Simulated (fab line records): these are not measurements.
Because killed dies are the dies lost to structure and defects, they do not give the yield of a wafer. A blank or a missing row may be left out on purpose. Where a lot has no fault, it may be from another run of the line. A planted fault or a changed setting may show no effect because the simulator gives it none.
Matching of chambers :: flow n5Finfet :: N5_BEOL_M2_ETCH_77 on rieDiel-01 has 4 sister chambers
The step etches underlayer in N2/H2, target depth 6.5 nm, time 5.2 s. 20 wafers are shown with their chamber, then 10 later ones without.

== WAFERS, EACH WITH ITS CHAMBER ==
wafer: L074.1
chamber: 0
drypumpMotorCurrentA (A): 6.6
throttleValvePct (%): 17.37
oesProductAu (a.u.): 0.76

wafer: L074.2
chamber: 3
drypumpMotorCurrentA (A): 4.8
throttleValvePct (%): 18.08
oesProductAu (a.u.): 0.64

wafer: L074.5
chamber: 3
drypumpMotorCurrentA (A): 4.8
throttleValvePct (%): 18.08
oesProductAu (a.u.): 0.64

wafer: L076.3
chamber: 3
drypumpMotorCurrentA (A): 4.8
throttleValvePct (%): 18.08
oesProductAu (a.u.): 0.63

wafer: L076.4
chamber: 1
drypumpMotorCurrentA (A): 5.8
throttleValvePct (%): 18.00
oesProductAu (a.u.): 0.59

wafer: L076.6
chamber: 3
drypumpMotorCurrentA (A): 4.8
throttleValvePct (%): 18.09
oesProductAu (a.u.): 0.63

wafer: L077.4
chamber: 2
drypumpMotorCurrentA (A): 5.7
throttleValvePct (%): 17.76
oesProductAu (a.u.): 0.83

wafer: L077.5
chamber: 0
drypumpMotorCurrentA (A): 6.5
throttleValvePct (%): 17.42
oesProductAu (a.u.): 0.74

wafer: L077.6
chamber: 1
drypumpMotorCurrentA (A): 5.8
throttleValvePct (%): 18.00
oesProductAu (a.u.): 0.58

wafer: L079.2
chamber: 2
drypumpMotorCurrentA (A): 5.7
throttleValvePct (%): 17.77
oesProductAu (a.u.): 0.84

wafer: L079.4
chamber: 1
drypumpMotorCurrentA (A): 5.7
throttleValvePct (%): 17.99
oesProductAu (a.u.): 0.59

wafer: L079.6
chamber: 0
drypumpMotorCurrentA (A): 6.5
throttleValvePct (%): 17.41
oesProductAu (a.u.): 0.74

wafer: L081.3
chamber: 1
drypumpMotorCurrentA (A): 5.8
throttleValvePct (%): 18.01
oesProductAu (a.u.): 0.59

wafer: L081.5
chamber: 0
drypumpMotorCurrentA (A): 6.6
throttleValvePct (%): 17.43
oesProductAu (a.u.): 0.73

wafer: L081.6
chamber: 3
drypumpMotorCurrentA (A): 4.8
throttleValvePct (%): 18.10
oesProductAu (a.u.): 0.62

wafer: L084.1
chamber: 3
drypumpMotorCurrentA (A): 4.8
throttleValvePct (%): 18.14
oesProductAu (a.u.): 0.62

wafer: L084.3
chamber: 0
drypumpMotorCurrentA (A): 6.5
throttleValvePct (%): 17.44
oesProductAu (a.u.): 0.73

wafer: L084.6
chamber: 0
drypumpMotorCurrentA (A): 6.6
throttleValvePct (%): 17.41
oesProductAu (a.u.): 0.73

wafer: L085.1
chamber: 3
drypumpMotorCurrentA (A): 4.8
throttleValvePct (%): 18.12
oesProductAu (a.u.): 0.62

wafer: L085.2
chamber: 1
drypumpMotorCurrentA (A): 5.7
throttleValvePct (%): 18.02
oesProductAu (a.u.): 0.58

SIGNATURES, as means of the wafers listed above
reading: drypumpMotorCurrentA
chamber 0: 6.550
chamber 1: 5.760
chamber 2: 5.700
chamber 3: 4.800
scatter within a chamber: 0.0411

reading: throttleValvePct
chamber 0: 17.4133
chamber 1: 18.0040
chamber 2: 17.7650
chamber 3: 18.0986
scatter within a chamber: 0.0206

reading: oesProductAu
chamber 0: 0.7383
chamber 1: 0.5860
chamber 2: 0.8350
chamber 3: 0.6286
scatter within a chamber: 0.00915
Rule: for each reading, subtract the chamber's mean from the wafer's reading, divide by that reading's scatter and square the result; add these up over the readings and take the root, which gives the wafer's distance from the chamber. If the next closest chamber is less than 2 further off than the closest, the wafer can't be placed; otherwise it belongs to the closest. The scatter: take each reading less its chamber's mean, square it, sum over the shown wafers, divide by the number of wafers less the number of chambers, and take the root.

== WAFERS WHOSE CHAMBER IS MISSING ==
wafer: L085.3
drypumpMotorCurrentA (A): 5.7
throttleValvePct (%): 17.80
oesProductAu (a.u.): 0.79

wafer: L085.4
drypumpMotorCurrentA (A): 5.8
throttleValvePct (%): 18.04
oesProductAu (a.u.): 0.58

wafer: L085.5
drypumpMotorCurrentA (A): 4.8
throttleValvePct (%): 18.12
oesProductAu (a.u.): 0.62

wafer: L085.6
drypumpMotorCurrentA (A): 5.7
throttleValvePct (%): 17.78
oesProductAu (a.u.): 0.80

wafer: L088.2
drypumpMotorCurrentA (A): 6.6
throttleValvePct (%): 17.44
oesProductAu (a.u.): 0.72

wafer: L088.4
drypumpMotorCurrentA (A): 5.7
throttleValvePct (%): 17.80
oesProductAu (a.u.): 0.79

wafer: L088.6
drypumpMotorCurrentA (A): 6.5
throttleValvePct (%): 17.46
oesProductAu (a.u.): 0.73

wafer: L094.1
drypumpMotorCurrentA (A): 5.7
throttleValvePct (%): 17.82
oesProductAu (a.u.): 0.76

wafer: L094.5
drypumpMotorCurrentA (A): 5.7
throttleValvePct (%): 17.62
oesProductAu (a.u.): 0.86

wafer: L094.6
drypumpMotorCurrentA (A): 6.5
throttleValvePct (%): 17.51
oesProductAu (a.u.): 0.71

== EACH ONE'S CHAMBER ==
wafer: L085.3
from the rows above: 2
in truth: 2

wafer: L085.4
from the rows above: 1
in truth: 1

wafer: L085.5
from the rows above: 3
in truth: 3

wafer: L085.6
from the rows above: 2
in truth: 2

wafer: L088.2
from the rows above: 0
in truth: 0

wafer: L088.4
from the rows above: 2
in truth: 2

wafer: L088.6
from the rows above: 0
in truth: 0

wafer: L094.1
from the rows above: 2
in truth: 2

wafer: L094.5
from the rows above: 2
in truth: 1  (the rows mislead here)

wafer: L094.6
from the rows above: 0
in truth: 0
Correct placement for 9 of the 10. Can't be placed from these rows: 0. 1 placed wrongly.
